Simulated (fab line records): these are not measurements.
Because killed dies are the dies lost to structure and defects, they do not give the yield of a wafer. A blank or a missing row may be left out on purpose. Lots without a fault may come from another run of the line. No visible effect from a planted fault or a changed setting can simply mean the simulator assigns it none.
fab line records	flow nandHarc
[record] lots = 6	wafers = 18	lastDay = 31
route steps=1302 shown A_M0@1148 A_M1@1169 END@1302
lots that met no fault: taken from a fault-free run of the same line
startH: start of the lot's first displayed wafer, in hours after the record's first day	waitH: time in hours since the lot's previous step	" repeats the value in the row above	L1.1+2: several wafers, shown together as one row	- no value, or no start given	* or withheld: withheld	< > ~ a bound
route shown NAME@n: names a module that has steps shown in the file, with the first one's number in the route	usual: average and standard deviation across the fault-free wafers	same: alike in all rows	chamber/n: place in a boat	sites: the reading at each site	_std_site: how widely they spread, as a standard deviation	_edge_site: inner sites' mean taken away from outer sites' mean	radiusMm: how far each site lies from the wafer's centre	mask NAME#n: copy n	behind: the tool/chamber that last shaped the wafer	hold: why the lot was held/for how many hours/how that ended	device: the n, p or np transistor that did not switch	end of line: the tests these same wafers got at the end of their route	step lacking rows: just its recipe	killed: dies that structure and defects cost at the first sort, which is not the same as the wafer's yield	map: shows each die of a wafer: x if killed, . if not, _ if none is there
set.NAME: the setting the step ran with; set.NAME@STEP: the setting that earlier step ran with	model.NAME: the simulator's own value behind a step, which no gauge read
lots seen at some steps along the route; tables by step, rows by wafer
services: a tool's chamber out of use, with start hour (startH, from the record's first day; less than 0 if before it), hours out, and reason
[[steps]]
[step NHARC_A_M0_OVL_MEAS_10]
[recipe] pitchNm = 160
[usual] overlayXNm = 0.0/0.93	overlayYNm = -0.4/0.77
lot.wafer	tool	chamber	startH	waitH	overlayXNm	overlayYNm
L850.2	overlay-01	-	547.90	-	0.8	-1.0
L850.3	"	-	"	"	0.9	-0.1
L850.6	"	-	"	"	0.7	0.1
L851.1	overlay-02	-	556.20	-	-1.0	0.3
L851.5	"	-	"	"	-0.6	0.3
L851.6	"	-	"	"	-0.6	0.5
L855.3	overlay-01	-	598.85	-	1.7	0.0
L855.4	"	-	"	"	1.6	-0.4
L855.6	"	-	"	"	2.0	-0.4
L856.3	overlay-02	-	601.03	-	0.6	-0.7
L856.4	"	-	"	"	0.5	-0.3
L856.5	"	-	"	"	0.4	-0.7
L863.2	overlay-02	-	690.27	-	0.0	-0.2
L863.3	"	-	"	"	-0.6	-0.9
L863.6	"	-	"	"	-0.4	-0.5
L866.3	overlay-02	-	712.51	-	0.8	0.8
L866.5	"	-	"	"	0.5	0.4
L866.6	"	-	"	"	0.0	0.2
[step NHARC_A_M0_INSPECT_11]
[usual] rawDefectCount = 88/29
lot.wafer	tool	chamber	startH	waitH	rawDefectCount
L850.2	defectInspect-01	-	547.94	0.0	32
L850.3	"	-	"	"	27
L850.6	"	-	"	"	26
L851.1	defectInspect-01	-	556.24	0.0	102
L851.5	"	-	"	"	115
L851.6	"	-	"	"	122
L855.3	defectInspect-02	-	598.88	0.0	86
L855.4	"	-	"	"	83
L855.6	"	-	"	"	71
L856.3	defectInspect-01	-	601.07	0.0	127
L856.4	"	-	"	"	125
L856.5	"	-	"	"	149
L863.2	defectInspect-01	-	690.30	0.0	115
L863.3	"	-	"	"	121
L863.6	"	-	"	"	106
L866.3	defectInspect-02	-	712.55	0.0	74
L866.5	"	-	"	"	66
L866.6	"	-	"	"	78
[step NHARC_A_M0_DESCUM_14]
[recipe] timeS = 3	o2FlowSccm = 200	arFlowSccm = 0	biasPowerW = 0	chemistry = O2
[step NHARC_A_M0_ETCH_34]
[recipe] targetDepthA = 400	overetchA = 120	timeS = 43.94	ionEnergyEv = 200	n2FlowSccm = 150	h2FlowSccm = 150	arFlowSccm = 0	rfW = 400	biasW = 150	chemistry = N2/H2
[step NHARC_A_M0_ETCH_15]
[recipe] targetDepthA = 1500	overetchA = 150	timeS = 82.5	c4f8FlowSccm = withheld	arFlowSccm = 400	rfW = 600	biasW = 300	chemistry = C4F8/Ar
[step NHARC_A_M0_CD_MEAS_16]
[usual] cdNm = 80.1/1.1
lot.wafer	tool	chamber	startH	waitH	cdNm
L850.2	cdSem-01	-	548.43	0.2	79.4
L850.3	"	-	"	"	79.0
L850.6	"	-	"	"	78.7
L851.1	cdSem-03	-	556.59	-	77.8
L851.5	"	-	"	"	79.7
L851.6	"	-	"	"	78.0
L855.3	cdSem-03	-	599.25	-	81.1
L855.4	"	-	"	"	80.6
L855.6	"	-	"	"	80.0
L856.3	cdSem-02	-	601.43	-	79.7
L856.4	"	-	"	"	80.5
L856.5	"	-	"	"	78.8
L863.2	cdSem-02	-	690.66	-	80.3
L863.3	"	-	"	"	80.5
L863.6	"	-	"	"	80.5
L866.3	cdSem-03	-	712.91	-	81.8
L866.5	"	-	"	"	80.2
L866.6	"	-	"	"	79.4
[step NHARC_A_M0_STRIP_18]
[recipe] powerW = 1000	n2FlowSccm = 150	h2FlowSccm = 150	arFlowSccm = 0	biasW = 0	chemistry = N2/H2
[step NHARC_A_M0_STRIP_19]
[recipe] timeS = 600	tempC = 30	chemistry = postEtchResidueRemover
[step NHARC_A_M0_DEGAS_28]
[recipe] tempC = 250	timeS = 60
[step NHARC_A_M0_PRE_CLEAN_29]
[recipe] timeS = 30	tempC = 280	gas = H2/He
[usual] heaterPowerW = 406/33
lot.wafer	tool	chamber	startH	waitH	heaterPowerW
L850.2	pvdSputter-01	-	-	-	399
L850.3	"	-	"	"	487
L850.6	"	-	"	"	458
L851.1	pvdSputter-03	-	-	-	375
L851.6	"	-	"	"	410
L851.5	"	-	"	"	423
L855.3	pvdSputter-01	-	-	-	420
L855.4	"	-	"	"	387
L855.6	"	-	"	"	431
L856.4	pvdSputter-02	-	-	-	372
L856.3	"	-	"	"	390
L856.5	"	-	"	"	359
L863.3	pvdSputter-03	-	-	-	441
L863.2	"	-	"	"	352
L863.6	"	-	"	"	438
L866.3	pvdSputter-01	-	-	-	395
L866.6	"	-	"	"	418
L866.5	"	-	"	"	407
[step NHARC_A_M0_PVD_20]
[recipe] targetThkA = 50	biasV = 168.6	powerW = 15000	chamberPressurePa = 0.12	timeS = 8.06	substrateTempC = 50	material = TaN
[step NHARC_A_M0_PVD_21]
[recipe] targetThkA = 300	chamberPressurePa = 5	powerW = 5000	substrateTempC = 30	timeS = 20.49	material = Cu
[step NHARC_A_M0_ECD_22]
[recipe] targetThkA = 4000	bathTempC = 25	material = Cu
lot.wafer	tool	chamber	startH	waitH
L850.2+3+6	ecdCu-01	1,1,0	549.40	-
L851.1+5+6	ecdCu-02	0,0,1	557.65	-
L855.4+3+6	ecdCu-01	1,0,1	600.32	-
L856.4+3+5	ecdCu-01	1,0,0	602.50	-
L863.2+3+6	ecdCu-02	0	691.70	-
L866.3+6+5	ecdCu-01	1,1,0	713.99	-
[step NHARC_A_M0_ANNEAL_30]
[recipe] tempC = 225	timeS = 90
[step NHARC_A_M0_CMP_23]
[recipe] tOverpolishS = 20	targetThkNm = 113.75
[step NHARC_A_M0_THK_MEAS_24]
[recipe] thkMeasGauge = xrf
[usual] thkNm = 114.2/1.6
lot.wafer	tool	chamber	startH	waitH	thkNm
L850.2	filmMetro-02	-	550.44	-	113.7
L850.3	"	-	"	"	113.8
L850.6	"	-	"	"	114.2
L851.1	filmMetro-02	-	558.69	-	115.4
L851.5	"	-	"	"	114.3
L851.6	"	-	"	"	116.8
L855.3	filmMetro-01	-	601.26	-	112.8
L855.4	"	-	"	"	114.5
L855.6	"	-	"	"	114.1
L856.3	filmMetro-01	-	603.45	-	114.4
L856.4	"	-	"	"	112.9
L856.5	"	-	"	"	114.2
L863.2	filmMetro-02	-	692.69	-	115.8
L863.3	"	-	"	"	115.4
L863.6	"	-	"	"	113.8
L866.3	filmMetro-02	-	714.93	-	114.3
L866.5	"	-	"	"	113.2
L866.6	"	-	"	"	112.8
[step NHARC_A_M0_SRD_25]
[step NHARC_A_M0_PRE_CLEAN_31]
[recipe] timeS = 12	tempC = 370	rfPowerW = 300	gas = NH3
[usual] heaterPowerW = 682/79
lot.wafer	tool	chamber	startH	waitH	heaterPowerW
L850.3	pecvd-01	0	550.68	0.1	634
L850.2	"	1	"	"	721
L850.6	"	1	"	"	685
L851.1	pecvd-01	1	558.94	0.1	646
L851.5	"	1	"	"	630
L851.6	"	0	"	"	659
L855.3	pecvd-04	1	601.48	0.1	756
L855.6	"	2	"	"	603
L855.4	"	0	"	"	797
L856.3	pecvd-04	2	603.71	0.1	637
L856.5	"	1	"	"	687
L856.4	"	0	"	"	742
L863.3	pecvd-04	1	692.91	0.1	758
L863.2	"	0	"	"	714
L863.6	"	0	"	"	735
L866.3	pecvd-04	2	715.16	0.1	597
L866.5	"	1	"	"	737
L866.6	"	2	"	"	607
[step NHARC_A_M0_DEP_32]
[recipe] targetThkA = 300	tempC = 370	targetThkNm = 30	pressureTorr = 3	flowSccm = 200	rfW = 450	material = SiCN
[step NHARC_A_M1_DEP_00]
[recipe] targetThkA = 1825	targetThkNm = 182.5	tempC = withheld	pressureTorr = 5	flowSccm = 200	rfW = 600	material = SiOC
[step NHARC_A_M1_DEHYDRATE_01]
[recipe] tempC = 150	timeS = 120
[step NHARC_A_M1_HMDS_02]
[recipe] timeS = 30
[step NHARC_A_M1_COAT_34]
[recipe] tempC = 200	timeS = 65
[step NHARC_A_M1_COAT_03]
[recipe] spinRpm = 1500	resistThkNm = 90
[step NHARC_A_M1_SOFTBAKE_04]
[recipe] tempC = 105	timeS = 55
[step NHARC_A_M1_EBR_05]
[step NHARC_A_M1_EXPOSE_06]
[recipe] na = 1.35	targetCdNm = 120	doseMj = 75.13	maskId = A_M1
[step NHARC_A_M1_PEB_07]
[recipe] pebTempC = 100	pebTimeS = 65
[step NHARC_A_M1_DEVELOP_08]
[recipe] developTimeS = 35	devTempC = 23
[step NHARC_A_M1_CD_MEAS_09]
[recipe] targetCdNm = 120	landingEnergyEv = 500
[usual] cdNm = 119.5/0.86
lot.wafer	tool	chamber	startH	waitH	cdNm
L850.2	cdSem-02	0	551.88	-	118.7
L850.3	"	0	"	"	118.8
L850.6	"	0	"	"	120.1
L851.1	cdSem-01	0	560.50	-	119.2
L851.5	"	0	"	"	119.8
L851.6	"	0	"	"	119.3
L855.3	cdSem-03	0	602.82	-	119.8
L855.4	"	0	"	"	119.4
L855.6	"	0	"	"	119.9
L856.3	cdSem-01	0	605.17	-	119.5
L856.4	"	0	"	"	120.0
L856.5	"	0	"	"	119.2
L863.2	cdSem-02	0	694.24	-	119.4
L863.3	"	0	"	"	119.7
L863.6	"	0	"	"	120.5
L866.3	cdSem-02	0	716.48	-	119.8
L866.5	"	0	"	"	118.0
L866.6	"	0	"	"	118.9
[step NHARC_A_M1_OVL_MEAS_10]
[recipe] pitchNm = 240
[usual] overlayXNm = 0.0/1.1	overlayYNm = -0.1/0.92
lot.wafer	tool	chamber	startH	waitH	overlayXNm	overlayYNm
L850.2	overlay-01	-	551.97	-	1.8	-0.4
L850.3	"	-	"	"	2.1	0.3
L850.6	"	-	"	"	1.7	0.1
L851.1	overlay-01	-	560.59	-	-0.6	-0.2
L851.5	"	-	"	"	-1.2	-0.8
L851.6	"	-	"	"	-0.8	-0.8
L855.3	overlay-02	-	602.92	-	-1.1	0.4
L855.4	"	-	"	"	-0.8	0.2
L855.6	"	-	"	"	-1.1	0.3
L856.3	overlay-02	-	605.25	-	1.3	0.4
L856.4	"	-	"	"	1.0	0.5
L856.5	"	-	"	"	0.8	0.5
L863.2	overlay-02	-	694.33	-	1.1	-0.3
L863.3	"	-	"	"	0.8	-0.2
L863.6	"	-	"	"	1.5	-0.1
L866.3	overlay-02	-	716.56	-	2.0	0.7
L866.5	"	-	"	"	2.7	0.3
L866.6	"	-	"	"	2.2	1.2
[step NHARC_A_M1_DESCUM_14]
[recipe] timeS = 3	o2FlowSccm = 200	arFlowSccm = 0	biasPowerW = 0	chemistry = O2
[step NHARC_A_M1_ETCH_35]
[recipe] targetDepthA = 400	overetchA = 120	timeS = 43.94	ionEnergyEv = 200	n2FlowSccm = 150	h2FlowSccm = 150	arFlowSccm = 0	rfW = 400	biasW = 150	chemistry = N2/H2
[step NHARC_A_M1_ETCH_15]
[recipe] targetDepthA = 1825	timeS = 91.2	c4f8FlowSccm = withheld	arFlowSccm = 400	rfW = 600	biasW = 300	chemistry = C4F8/Ar
[usual] oesProductAu = 0.943/0.023	rfVppV = 440.8/2.1
lot.wafer	tool	chamber	startH	waitH	oesProductAu	rfHoursCounterH	rfVppV
L850.2	rieDiel-05	1	-	-	0.906	3.0	440.8
L850.3	"	2	"	"	0.952	3.0	438.9
L850.6	"	1	"	"	0.902	-	440.2
L851.1	rieDiel-08	3	-	-	0.965	0.1	437.2
L851.6	"	1	"	"	0.962	-	445.4
L851.5	"	2	"	"	0.939	-	441.7
L855.4	rieDiel-05	1	-	-	0.942	0.2	440.9
L855.3	"	2	"	"	0.957	0.2	439.4
L855.6	"	2	"	"	0.959	-	439.1
L856.3	rieDiel-12	3	-	-	0.968	9.1	441.0
L856.4	"	0	"	"	0.923	9.3	443.1
L856.5	"	3	"	"	0.961	-	443.6
L863.2	rieDiel-05	1	-	-	0.921	2.4	441.2
L863.3	"	3	"	"	0.944	2.0	440.3
L863.6	"	2	"	"	0.930	-	439.8
L866.3	rieDiel-08	3	-	-	0.930	8.9	439.8
L866.6	"	1	"	"	0.927	-	443.1
L866.5	"	3	"	"	0.937	-	438.8
[step NHARC_A_M1_CD_MEAS_16]
[usual] cdNm = 119.5/1.2
lot.wafer	tool	chamber	startH	waitH	cdNm
L850.2	cdSem-02	-	552.38	-	118.2
L850.3	"	-	"	"	118.0
L850.6	"	-	"	"	119.3
L851.1	cdSem-01	-	561.03	-	119.3
L851.5	"	-	"	"	120.0
L851.6	"	-	"	"	119.3
L855.3	cdSem-01	-	603.33	-	119.6
L855.4	"	-	"	"	119.7
L855.6	"	-	"	"	119.7
L856.3	cdSem-02	-	605.66	-	119.4
L856.4	"	-	"	"	118.3
L856.5	"	-	"	"	118.7
L863.2	cdSem-03	-	694.73	-	119.1
L863.3	"	-	"	"	119.9
L863.6	"	-	"	"	120.7
L866.3	cdSem-02	-	717.01	-	119.4
L866.5	"	-	"	"	118.3
L866.6	"	-	"	"	118.4
[step NHARC_A_M1_STRIP_18]
[recipe] powerW = 1000	n2FlowSccm = 150	h2FlowSccm = 150	arFlowSccm = 0	biasW = 0	chemistry = N2/H2
[usual] drypumpMotorCurrentA = 6.0/0.54	oesProductAu = 0.997/0.014	rfVppV = 90.6/0.85	showerheadPlenumPTorr = 2.04/0.067	throttleValvePct = 14.172/0.009
lot.wafer	tool	chamber	startH	waitH	drypumpMotorCurrentA	oesProductAu	rfHoursCounterH	rfVppV	showerheadPlenumPTorr	throttleValvePct
L850.2	rieDiel-05	2	552.45	0.1	6.4	1.023	3.1	88.9	1.97	14.159
L850.3	"	3	"	"	4.8	0.986	3.1	90.4	2.04	14.180
L850.6	"	2	"	"	6.4	1.035	-	89.2	1.97	14.166
L851.1	rieDiel-08	3	561.17	0.1	6.4	0.995	0.2	89.9	1.97	14.161
L851.5	"	1	"	"	6.3	0.987	-	90.7	2.13	14.167
L851.6	"	2	"	"	6.1	1.003	-	90.3	2.06	14.174
L855.3	rieDiel-12	2	603.45	0.1	6.2	1.018	9.2	91.1	2.16	14.179
L855.4	"	3	"	"	5.7	0.990	9.0	91.1	2.03	14.163
L855.6	"	0	"	"	6.6	1.003	-	90.6	2.15	14.170
L856.4	rieDiel-08	0	605.75	0.1	6.0	0.998	1.7	90.1	1.96	14.174
L856.3	"	2	"	"	6.1	0.994	3.2	91.0	2.06	14.181
L856.5	"	3	"	"	6.4	1.011	-	88.7	1.97	14.170
L863.2	rieDiel-08	2	694.80	0.1	6.1	0.987	7.4	90.0	2.06	14.172
L863.3	"	1	"	"	6.3	1.003	7.0	91.1	2.13	14.172
L863.6	"	3	"	"	6.5	1.017	-	90.6	1.97	14.183
L866.3	rieDiel-05	2	717.16	0.1	6.4	0.999	2.8	89.4	1.97	14.169
L866.6	"	3	"	"	4.8	1.010	-	89.5	2.04	14.167
L866.5	"	0	"	"	5.3	0.978	-	90.0	2.01	14.166
[step NHARC_A_M1_ETCH_28]
[recipe] targetDepthA = 300	overEtchFrac = 0.3	timeS = 72.99	ionEnergyEv = 150	cf4FlowSccm = 50	n2FlowSccm = 100	arFlowSccm = 150	rfW = 300	biasW = 100	chemistry = CF4/N2
[step NHARC_A_M1_STRIP_19]
[recipe] timeS = 600	tempC = 30	chemistry = postEtchResidueRemover
[step NHARC_A_M1_DEGAS_29]
[recipe] tempC = 250	timeS = 60
[usual] heaterPowerW = 336/30
lot.wafer	tool	chamber	startH	waitH	heaterPowerW
L850.2	pvdSputter-01	-	553.10	-	315
L850.3	"	-	"	"	388
L850.6	"	-	"	"	329
L851.1	pvdSputter-01	-	561.83	-	327
L851.5	"	-	"	"	402
L851.6	"	-	"	"	375
L855.4	pvdSputter-01	-	604.04	-	333
L855.3	"	-	"	"	331
L855.6	"	-	"	"	351
L856.3	pvdSputter-03	-	606.37	-	295
L856.4	"	-	"	"	318
L856.5	"	-	"	"	289
L863.2	pvdSputter-01	-	695.44	-	325
L863.3	"	-	"	"	407
L863.6	"	-	"	"	410
L866.3	pvdSputter-01	-	717.72	-	357
L866.5	"	-	"	"	358
L866.6	"	-	"	"	334
[step NHARC_END_SORT_01]
[recipe] tempC = 25
[usual] defectLimitedYield = 91.6/2.4	killedAtArray = 52/16	killedAtOther = 0.8/0.98	killedAtPeriphery = 4.2/2.9	killedDies = 57/16	killedOpen = 3.3/1.9	killedShort = 2.5/1.5	sort_bin_2_pct = 3.0/1	sort_bin_3_pct = 0.6/0.31	sort_bin_4_pct = 4.8/1.5	sortNPass = 620/16	sortRimYieldPct = 90/4.1	sortYieldPct = 91.6/2.4
[same] grossDies = 677	sort_bin_5_pct[%] = 0	sort_bin_6_pct[%] = 0	sort_bin_7_pct[%] = 0	sort_bin_8_pct[%] = 0	sortRimNGross = 106.00
lot.wafer	tool	chamber	startH	waitH	defectLimitedYield[%]	killedAtArray	killedAtOther	killedAtPeriphery	killedDies	killedOpen	killedShort	sort_bin_2_pct[%]	sort_bin_3_pct[%]	sort_bin_4_pct[%]	sortNPass	sortRimYieldPct[%]	sortYieldPct[%]
L850.2	prober-01	0	588.35	2.8	95.0	32	0	2	34	1	2	1.9	0.6	2.5	643	99	95.0
L850.3	prober-01	0	589.16	3.1	95.4	27	0	4	31	4	1	1.0	0.3	3.2	646	96	95.4
L850.6	prober-01	0	591.61	4.1	95.6	25	0	5	30	3	1	1.9	0	2.5	647	96	95.6
L851.1	prober-01	0	595.43	2.5	92.0	53	0	1	54	1	3	3.2	0.6	4.1	623	95	92.0
L851.5	prober-01	0	598.65	3.7	92.5	41	1	9	51	5	6	2.5	0.6	4.4	626	88	92.5
L851.6	prober-01	0	599.45	4.0	91.6	54	0	3	57	3	2	4.1	0.3	4.0	620	92	91.6
L856.3	prober-02	0	641.67	3.1	18.5	552	0	0	552	1	1	35.5	8.0	38.1	125	16	18.5
L856.4	prober-02	0	642.47	3.4	22.2	524	2	1	527	0	1	32.3	9.0	36.5	150	18	22.2
L856.5	prober-02	0	643.26	3.7	21.6	529	1	1	531	1	1	32.1	9.6	36.8	146	22	21.6
L855.3	prober-01	0	641.67	3.1	21.0	532	1	2	535	1	0	40.2	7.4	31.5	142	19	21.0
L855.4	prober-01	0	642.47	3.4	21.7	526	0	4	530	2	0	34.9	7.8	35.6	147	23	21.7
L855.6	prober-01	0	644.06	4.0	21.4	526	0	6	532	2	2	34.6	6.6	37.4	145	22	21.4
L863.2	prober-02	0	727.20	2.8	89.7	55	1	14	70	4	2	4.1	0.3	5.9	607	80	89.7
L863.3	prober-02	0	728.00	3.1	87.7	73	2	8	83	2	4	4.1	0.4	7.7	594	93	87.7
L863.6	prober-02	0	730.41	4.0	91.0	57	0	4	61	2	3	2.7	0.4	5.9	616	79	91.0
// killed by level:class
L850.2 A_CHANNEL_HOLE_D2:chamberFilmFlake=11 A_CONTACT:chamberFilmFlake=11 P_GATE:chamberFilmFlake=2 A_CHANNEL_HOLE_D1:chamberFilmFlake=2 A_STAIRCASE:chamberFilmFlake=2 A_CHANNEL_HOLE_D1:geometricParticle:short=1 A_ONON_D2:geometricParticle:short=1 A_CONTACT:geometricParticle:open=1
L850.3 A_CONTACT:chamberFilmFlake=11 A_CHANNEL_HOLE_D1:chamberFilmFlake=3 A_CHANNEL_HOLE_D2:chamberFilmFlake=3 A_SLIT:chamberFilmFlake=3 A_CONTACT:geometricParticle:open=2 A_DECK1_JOINT:geometricParticle:open=1 A_ONON_D2:geometricParticle:open=1 A_SGD_CUT:geometricParticle:short=1
L850.6 A_CONTACT:chamberFilmFlake=8 A_CHANNEL_HOLE_D2:chamberFilmFlake=7 P_GATE:chamberFilmFlake=3 A_CHANNEL_HOLE_D1:chamberFilmFlake=3 P_M2:geometricParticle:open=1 A_ONON_D1:geometricParticle:open=1 A_ONON_D2:geometricParticle:short=1 A_BLC:geometricParticle:open=1
L851.1 A_CHANNEL_HOLE_D2:chamberFilmFlake=23 A_CHANNEL_HOLE_D1:chamberFilmFlake=15 A_M1:chamberFilmFlake=4 A_CHANNEL_FILL_D1:chamberFilmFlake=3 A_DECK1_JOINT:chamberFilmFlake=3 P_M2:geometricParticle:short=1 A_SOURCE_PLATE:geometricParticle:short=1 A_ONON_D1:geometricParticle:open=1
L851.5 A_CHANNEL_HOLE_D2:chamberFilmFlake=15 A_CHANNEL_HOLE_D1:chamberFilmFlake=12 P_GATE:chamberFilmFlake=4 A_M1:chamberFilmFlake=3 A_DECK1_JOINT:geometricParticle:short=2 A_CHANNEL_FILL_D1:chamberFilmFlake=2 P_GATE:geometricParticle:open=1 P_M1:geometricParticle:open=1
L851.6 A_CHANNEL_HOLE_D2:chamberFilmFlake=22 A_CHANNEL_HOLE_D1:chamberFilmFlake=21 A_M1:chamberFilmFlake=4 P_GATE:chamberFilmFlake=2 A_CONTACT:chamberFilmFlake=2 P_GATE:geometricParticle:open=1 A_CHANNEL_HOLE_D1:geometricParticle:short=1 A_CHANNEL_HOLE_D2:geometricParticle:open=1
L856.3 A_M0:unspecified=517 A_CHANNEL_HOLE_D1:chamberFilmFlake=20 A_CHANNEL_HOLE_D2:chamberFilmFlake=8 A_STAIRCASE:chamberFilmFlake=3 A_CHANNEL_HOLE_D1:geometricParticle:short=1 A_BLC:geometricParticle:open=1 A_CHANNEL_FILL_D1:chamberFilmFlake=1 A_WL_FILL:chamberFilmFlake=1
L855.3 A_M0:unspecified=502 A_SLIT:chamberFilmFlake=16 A_CHANNEL_HOLE_D2:chamberFilmFlake=10 A_CHANNEL_HOLE_D1:chamberFilmFlake=2 P_M1:geometricParticle:open=1 P_CONTACT:chamberFilmFlake=1 A_ZERO_WELL:chamberFilmFlake=1 A_STAIRCASE:chamberFilmFlake=1
L856.4 A_M0:unspecified=489 A_CHANNEL_HOLE_D1:chamberFilmFlake=17 A_CHANNEL_HOLE_D2:chamberFilmFlake=11 A_STAIRCASE:chamberFilmFlake=3 THIN_TSV:chamberFilmFlake=2 A_CHANNEL_FILL_D1:geometricParticle:short=1 P_ZERO_WELL:chamberFilmFlake=1 A_ZERO_WELL:chamberFilmFlake=1
L855.4 A_M0:unspecified=500 A_SLIT:chamberFilmFlake=13 A_CHANNEL_HOLE_D2:chamberFilmFlake=5 P_CONTACT:chamberFilmFlake=3 A_STAIRCASE:chamberFilmFlake=3 A_CHANNEL_FILL_D1:chamberFilmFlake=2 A_WL_FILL:chamberFilmFlake=2 P_M0:geometricParticle:open=1
L856.5 A_M0:unspecified=491 A_CHANNEL_HOLE_D1:chamberFilmFlake=23 A_CHANNEL_HOLE_D2:chamberFilmFlake=10 A_ZERO_WELL:chamberFilmFlake=2 A_STAIRCASE:chamberFilmFlake=2 P_GATE:geometricParticle:open=1 A_ONON_D1:geometricParticle:short=1 THIN_TSV:chamberFilmFlake=1
L855.6 A_M0:unspecified=496 A_SLIT:chamberFilmFlake=17 A_CHANNEL_HOLE_D2:chamberFilmFlake=3 A_CONTACT:chamberFilmFlake=3 P_ZERO_WELL:chamberFilmFlake=2 P_CONTACT:chamberFilmFlake=2 P_CONTACT:geometricParticle:open=1 A_ONON_D2:geometricParticle:short=1
L863.2 A_SLIT:chamberFilmFlake=25 A_CHANNEL_HOLE_D1:chamberFilmFlake=19 P_GATE:chamberFilmFlake=4 P_M2:chamberFilmFlake=4 P_BONDPAD:chamberFilmFlake=3 A_CONTACT:chamberFilmFlake=2 A_CHANNEL_FILL_D2:chamberFilmFlake=2 P_CONTACT:geometricParticle:open=1
L863.3 A_SLIT:chamberFilmFlake=30 A_CHANNEL_HOLE_D1:chamberFilmFlake=30 A_CONTACT:chamberFilmFlake=4 P_M2:chamberFilmFlake=3 A_M0:geometricParticle:short=2 P_STI:chamberFilmFlake=2 A_CHANNEL_FILL_D2:chamberFilmFlake=2 A_STAIRCASE:chamberFilmFlake=2
L863.6 A_SLIT:chamberFilmFlake=22 A_CHANNEL_HOLE_D1:chamberFilmFlake=21 A_CONTACT:chamberFilmFlake=4 A_ZERO_WELL:chamberFilmFlake=3 P_M2:chamberFilmFlake=2 A_ONON_D1:geometricParticle:short=1 A_DECK1_JOINT:geometricParticle:short=1 A_ONON_D2:geometricParticle:short=1
// map L855.3 (x killed, . not)
____________x____________
_________.x.xxxx_________
_______xxxxxxxxxx._______
______.xx.xxxxxx.xx______
_____.xxxx.xx.xxxxxx_____
____xx.xxxxxxxxxxxxxx____
____xxxxxxxxxxx.xxxxx____
___xxx.x.xx.xxxx.xx.xx___
___xx.xxxxxxx.x.xxxxxx___
__..xxxxx..x.xx.xx.xxxx__
__.x.xx.xx.x.xxxxxx.x.x__
_x.xxxx..xx..xxxxxxxxxx._
_.x.xxxxxxxxxx.xxx...xxx_
_xx.xx.x...xxxxxxxxxxxxx_
_xx...xxxx.xxx.x..x..xxx_
_.xxx.x.xxxxxxxxx..xx.xx_
xx.xx.xxxx..xxxxxxx..xx..
xxxx..xxx.x.xxxx.x.xxxxxx
xx.xxxxxxx.xxxxxx.x.xxxx.
xxxxxxx.xxx.xxxx.xx.xxx.x
xxxx..xxx.x.xxxxxx.xxxxxx
_xxxxx.xxxxx.x.x..x..xx._
_xx.xxxxxx.xxx..x.xxxx.._
_xxxx..xx.xxxxxxxx.xx.xx_
_xxxxxxxxxxx.xx.x.xxxx.._
_xxxxx.xxxxxxxx.x.xxxx.x_
__xxxxxxxxxxxx.xxxxxxxx__
__xxxxxx.xxxxx.xxxxxxxx__
___xxxxxxx.xxxxxxxxxxx___
___xxxxxx.x.xx.xxxxxxx___
____xx.xxxxxxxxxxxxxx____
____xxxxxxxxxxx.xxxxx____
_____xxx..xxx.xxxxxx_____
______xx...xxxxxxxx______
_______xxxx.xxxxxx_______
_________.xxxx.x_________
____________.____________
// map L856.3 (x killed, . not)
____________x____________
_________xxxxx.x_________
_______x.xxxxx.xxx_______
______xxxxxxxxxxxxx______
_____xxx.xxxxx.xx.xx_____
____x.xxx..xx.xx.xxxx____
____xxxxxxxxxxx.xxxxx____
___xxxxx.xxx.xxxxxxxxx___
___xx.xxxxx.xxxxxxxxxx___
__..xxx.xxxxx..xxxxxxxx__
__xxxxx..xxxx...xxxxxxx__
_.x.xxx..xxx.xxx.xxxxxxx_
_xx.xxxxxxxxxxxxx.xxxxxx_
_xx...xxxx.xxxx.xxxxxxxx_
_.xxxxxxxxxxxxx.xxxxxxxx_
_x..xxxxxx..xx..xxxxxxxx_
x.x...xxxxxxxxxxxxxxxxxxx
xxxxx.xxxxxxxxxx...xxxxxx
xxxxxxxxx...x..x.xxxx.xxx
xxxxx.xxxx.x.xxxxxx..xxxx
xxxxxxxxxxxxxxxxxx.xxxxxx
_.xxxxxxxxxxxxxxxxxx.xxx_
_.xxxxxxxx.xxxxxxxxx..xx_
_xxxxx..xxxx..xxx.xx..x._
_xx.xx.xxxxx..xxx.xxx.xx_
_xx.xx.xxxxxxx.xxxxxxxxx_
__xx...xxxxxxxxxxxxxxxx__
__x.x.xxxxxx..xxxxxxx.x__
___xxxxxxx..x.x..xxxxx___
___.xx.x.x.xxxxxxx.x.x___
____.xxxx.x.xxxxxxxxx____
____.xxxxxxxxxxxxxxxx____
_____x.x.xxxxxx.xx.._____
______xxx..x.xxxxxx______
_______xxxxx.xxxx._______
_________.xxxxxx_________
____________x____________
[[services]]
tool	chamber	startH	hours	kind
ecdCu-02	-	527.06	5.5	repair
rieDiel-12	3	530.82	7.2	repair
rieDiel-05	0	538.10	-	clean
rieDiel-05	1	538.10	-	clean
rieDiel-08	-	544.81	9.0	pm
rieDiel-08	0	560.33	6.0	repair
pvdSputter-02	-	564.17	1.7	repair
pvdSputter-03	-	565.34	10.0	pm
pvdSputter-01	-	582.01	10.0	pm
rieDiel-05	-	583.60	9.0	pm
rieDiel-08	0	584.50	4.0	repair
ecdCu-02	-	596.00	8.0	pm
rieDiel-12	-	622.40	9.0	pm
rieDiel-08	-	623.87	1.1	repair
pecvd-04	-	631.04	13.0	pm
pvdSputter-02	-	638.10	10.0	pm
ecdCu-01	-	644.70	1.4	repair
pvdSputter-02	-	648.14	2.0	repair
pvdSputter-01	-	654.64	2.0	repair
pvdSputter-01	-	659.33	2.8	repair
pecvd-01	-	673.34	13.0	pm
ecdCu-01	-	699.89	8.0	pm
pvdSputter-02	-	708.81	0.8	repair
rieDiel-08	2	714.36	5.9	repair
[[key]]
[firstSign] step = NHARC_END_SORT_01	reading = killedAtArray	direction = up	sigmas = 30	usual = 52	struck = 532
[effect] step = NHARC_END_SORT_01	reading = defectLimitedYield	direction = down	sigmas = 29	usual = 91.6	struck = 21.0
[moreKillsBornAt] NHARC_A_M0_ECD_22@ecdCu-01 = 2995
metAt NHARC_A_M0_ECD_22
struckWafers L855.3,L855.4,L855.6,L856.3,L856.4,L856.5
onsetBetween 549.40 600.32
[fault] kind = chamberParticleSource	tool = ecdCu-01	chamber = -	onsetH = 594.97	steps = NHARC_A_M0_ECD_22	ratePerVisitCm2 = 1.6227	endH = 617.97
